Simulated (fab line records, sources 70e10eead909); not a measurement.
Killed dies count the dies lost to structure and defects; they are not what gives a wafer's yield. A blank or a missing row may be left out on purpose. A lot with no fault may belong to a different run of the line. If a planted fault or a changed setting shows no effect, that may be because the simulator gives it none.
Which tool did it?	flow nand harc	Sampling: 12 lots, 36 wafers, 5 of 1159 route steps

## WHAT EACH GAUGE READ, for each wafer
NHARC_END_SORT_01. Usual: killed at array 27, standard deviation 10; killed at other 0.6, standard deviation 0.83; killed at periphery 2.4, standard deviation 1.8; killed dies 30, standard deviation 10; killed open 3.3, standard deviation 1.7; killed short 1.8, standard deviation 1.4.
lot	measured	on	killed at array	killed at other	killed at periphery	killed dies	killed open	killed short	flag
L332	day 21 21:55	prober-01	18 13 579	2 1 0	1 3 1	21 17 580	5 5 9	3 1 0	OFF
L331	day 22 06:43	prober-02	32 602 24	0 0 0	2 2 2	34 604 26	3 5 1	2 4 0	OFF

## EACH LOT AND THE TOOL THAT RAN IT (in order: tool; ch and the chambers of the sampled wafers; start)
lot	NHARC_A_CHANNEL_HOLE_D1_ETCH_21	NHARC_A_CHANNEL_HOLE_D1_ETCH_23	NHARC_A_CHANNEL_FILL_D1_ALD_02	NHARC_A_CHANNEL_FILL_D1_ETCHBACK_20
L318	har etch-02 ch 0,1, day 8 08:29	har etch-02 ch 0,1, day 8 09:29	ald hk-01 ch 0,1,2, day 8 14:01	rie diel-07 ch 1,3, day 9 13:57
L321	har etch-02 ch 0,1, day 8 19:56	har etch-02 ch 0,1, day 8 20:58	ald hk-02 ch 0,2,3, day 9 01:24	rie diel-06 ch 1,2,3, day 10 05:54
L320	har etch-01 ch 0,1, day 8 21:02	har etch-01 ch 0,1, day 8 22:04	ald hk-02 ch 0,1,3, day 9 02:36	rie diel-07 ch 1,2,3, day 10 05:54
L322	har etch-02 ch 0,1, day 9 09:58	har etch-02 ch 0,1, day 9 10:58	ald hk-01 ch 1,3, day 9 15:25	rie diel-06 ch 2,3, day 10 15:24
L323	har etch-02 ch 0,1, day 9 19:14	har etch-02 ch 0,1, day 9 20:22	ald hk-04 ch 2,3, day 10 01:19	rie diel-12 ch 0,1,2, day 11 01:16
L326	har etch-02 ch 0, day 10 02:14	har etch-02 ch 0, day 10 03:17	ald hk-02 ch 1,2, day 10 07:39	rie diel-12 ch 1,2, day 11 10:08
L325	har etch-02 ch 0,1, day 10 06:21	har etch-02 ch 0,1, day 10 07:21	ald hk-02 ch 0,2, day 10 11:53	rie diel-07 ch 1,2, day 11 14:29
L332	har etch-02 ch 0,1, day 11 18:43	har etch-02 ch 0,1, day 11 19:44	ald hk-04 ch 1,2,3, day 12 00:25	rie diel-07 ch 1,2,3, day 12 22:35
L331	har etch-01 ch 0,1, day 11 21:17	har etch-01 ch 0,1, day 11 22:23	ald hk-01 ch 0,3, day 12 02:38	rie diel-07 ch 1,2,3, day 13 04:10
L338	har etch-02 ch 0,1, day 13 23:17	har etch-02 ch 0,1, day 14 00:17	ald hk-04 ch 0,2,3, day 14 04:44	rie diel-06 ch 0,1,3, day 15 05:10
L339	har etch-02 ch 0,1, day 14 07:40	har etch-02 ch 0,1, day 14 08:44	ald hk-01 ch 0,1,2, day 14 13:10	rie diel-12 ch 2,3, day 15 12:29
L341	har etch-01 ch 0,1, day 14 17:19	har etch-01 ch 0,1, day 14 18:25	ald hk-04 ch 0,2, day 14 22:57	rie diel-06 ch 2,3, day 16 00:07
- NHARC_A_CHANNEL_HOLE_D1_ETCH_21: etches the open film in C4F8/O2/Ar, time 514.3 s, target depth 1600 nm.
- NHARC_A_CHANNEL_HOLE_D1_ETCH_23: etches the open film in C4F8/O2/Ar, time 819 s, target depth 1600 nm.
- NHARC_A_CHANNEL_FILL_D1_ALD_02: deposits SiO2, target thk 6 nm, pulse time 10 s, ald cycles 60.
- NHARC_A_CHANNEL_FILL_D1_ETCHBACK_20: etches the open film in C4F8/O2/Ar, target depth 27 nm, time 13.5 s.

## AS READ BY THE TOOLS THEMSELVES (means over the sampled wafers that have a number; for cases with no such wafer, the mark the record gives instead)
NHARC_A_CHANNEL_HOLE_D1_ETCH_21. Usual: drypump motor current A 5.91 A, standard deviation 0.28; he backside leak sccm 5.6 sccm, standard deviation 0.51; showerhead plenum p Torr 3.76 Torr, standard deviation 0.075; throttle valve pct 32.153 %, standard deviation 0.0084.
lot	tool	drypump motor current A (A)	he backside leak sccm (sccm)	showerhead plenum p Torr (Torr)	throttle valve pct (%)	flag
L318	har etch-02	5.85	5.6	3.80	32.151	
L321	har etch-02	5.85	5.4	3.80	32.145	
L320	har etch-01	6.12	5.7	3.70	32.152	
L322	har etch-02	5.88	5.6	3.80	32.157	
L323	har etch-02	5.80	5.3	3.80	32.153	
L326	har etch-02	5.91	5.7	3.77	32.147	
L325	har etch-02	5.82	5.2	3.80	32.145	
L332	har etch-02	5.86	5.6	3.78	32.158	
L331	har etch-01	6.14	5.7	3.68	32.150	
L338	har etch-02	5.86	5.8	3.77	32.159	
L339	har etch-02	5.79	5.4	3.78	32.162	
L341	har etch-01	6.10	5.1	3.67	32.153	

NHARC_A_CHANNEL_HOLE_D1_ETCH_23. Usual: drypump motor current A 5.91 A, standard deviation 0.28; he backside leak sccm 5.7 sccm, standard deviation 0.59; showerhead plenum p Torr 3.76 Torr, standard deviation 0.075; throttle valve pct 32.155 %, standard deviation 0.0092.
lot	tool	drypump motor current A (A)	he backside leak sccm (sccm)	showerhead plenum p Torr (Torr)	throttle valve pct (%)	flag
L318	har etch-02	5.86	5.5	3.80	32.157	
L321	har etch-02	5.85	5.5	3.80	32.160	
L320	har etch-01	6.13	5.6	3.70	32.150	
L322	har etch-02	5.83	5.7	3.80	32.159	
L323	har etch-02	5.81	5.5	3.80	32.148	
L326	har etch-02	5.92	6.0	3.77	32.158	
L325	har etch-02	5.79	5.4	3.80	32.155	
L332	har etch-02	5.86	5.8	3.78	32.153	
L331	har etch-01	6.14	5.9	3.68	32.154	
L338	har etch-02	5.86	5.9	3.77	32.150	
L339	har etch-02	5.81	5.5	3.78	32.156	
L341	har etch-01	6.15	5.5	3.67	32.163	

NHARC_A_CHANNEL_FILL_D1_ALD_02. Usual: heater power w 471 W, standard deviation 46; precursor pulse height rel 0.998, standard deviation 0.02.
lot	tool	heater power w (W)	precursor pulse height rel	flag
L318	ald hk-01	488	1.009	
L321	ald hk-02	470	1.017	
L320	ald hk-02	460	0.980	
L322	ald hk-01	482	0.995	
L323	ald hk-04	495	1.004	
L326	ald hk-02	503	0.987	
L325	ald hk-02	448	1.013	
L332	ald hk-04	471	1.012	
L331	ald hk-01	500	0.998	
L338	ald hk-04	482	0.989	
L339	ald hk-01	477	1.018	
L341	ald hk-04	468	0.987	

NHARC_A_CHANNEL_FILL_D1_ETCHBACK_20. Usual: oes product au 0.97 a.u., standard deviation 0.037; rf vpp V 979 V, standard deviation 4.6; run length s 34.6 s, standard deviation 0.49.
lot	tool	oes product au (a.u.)	rf vpp V (V)	run length s (s)	flag
L318	rie diel-07	0.94	980	35.1	
L321	rie diel-06	0.93	982	34.5	
L320	rie diel-07	0.93	980	34.9	
L322	rie diel-06	0.92	984	34.6	
L323	rie diel-12	1.00	976	35.0	
L326	rie diel-12	0.99	974	34.9	
L325	rie diel-07	1.02	978	34.7	
L332	rie diel-07	0.93	980	33.5	
L331	rie diel-07	1.01	979	33.3	
L338	rie diel-06	1.00	975	34.3	
L339	rie diel-12	0.93	979	34.2	
L341	rie diel-06	0.93	984	34.5	

## THE ANSWER, worked out from the rows above alone
Rule: lot off if the mean of its wafers having a number is beyond 3 standard deviations from the usual mean. Also off: a lot with no number at a reading for which 4 or more lots have one. The other lots that the step has rows for count as sound. First the gauges in route order, then the tools' own readings, where a lot's mean is used as printed above. The first step at which some lot is off is used, and at that step the reading that is off furthest; a lot without a number counts as furthest.
Off at NHARC_END_SORT_01 (killed at array): L332, L331. Neither off nor sound, because the step has no rows for them: L318, L321, L320, L322, L323, L326, L325, L338, L339, L341.
If a tool, at a process step before that reading, ran all the lots that are off and no sound lot after the first of them, it fits. Those tools and the gauges at NHARC_END_SORT_01 are tried in the same way. One fits: NHARC_A_CHANNEL_FILL_D1_ETCHBACK_20 on rie diel-07. It ran no sound lot before its first lot that is off in this sample, so the start can't be narrowed down.

## WHAT THE SIMULATOR HAD PUT IN
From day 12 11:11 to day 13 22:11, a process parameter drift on rie diel-07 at NHARC_A_CHANNEL_FILL_D1_ETCHBACK_20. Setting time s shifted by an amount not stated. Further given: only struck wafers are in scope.
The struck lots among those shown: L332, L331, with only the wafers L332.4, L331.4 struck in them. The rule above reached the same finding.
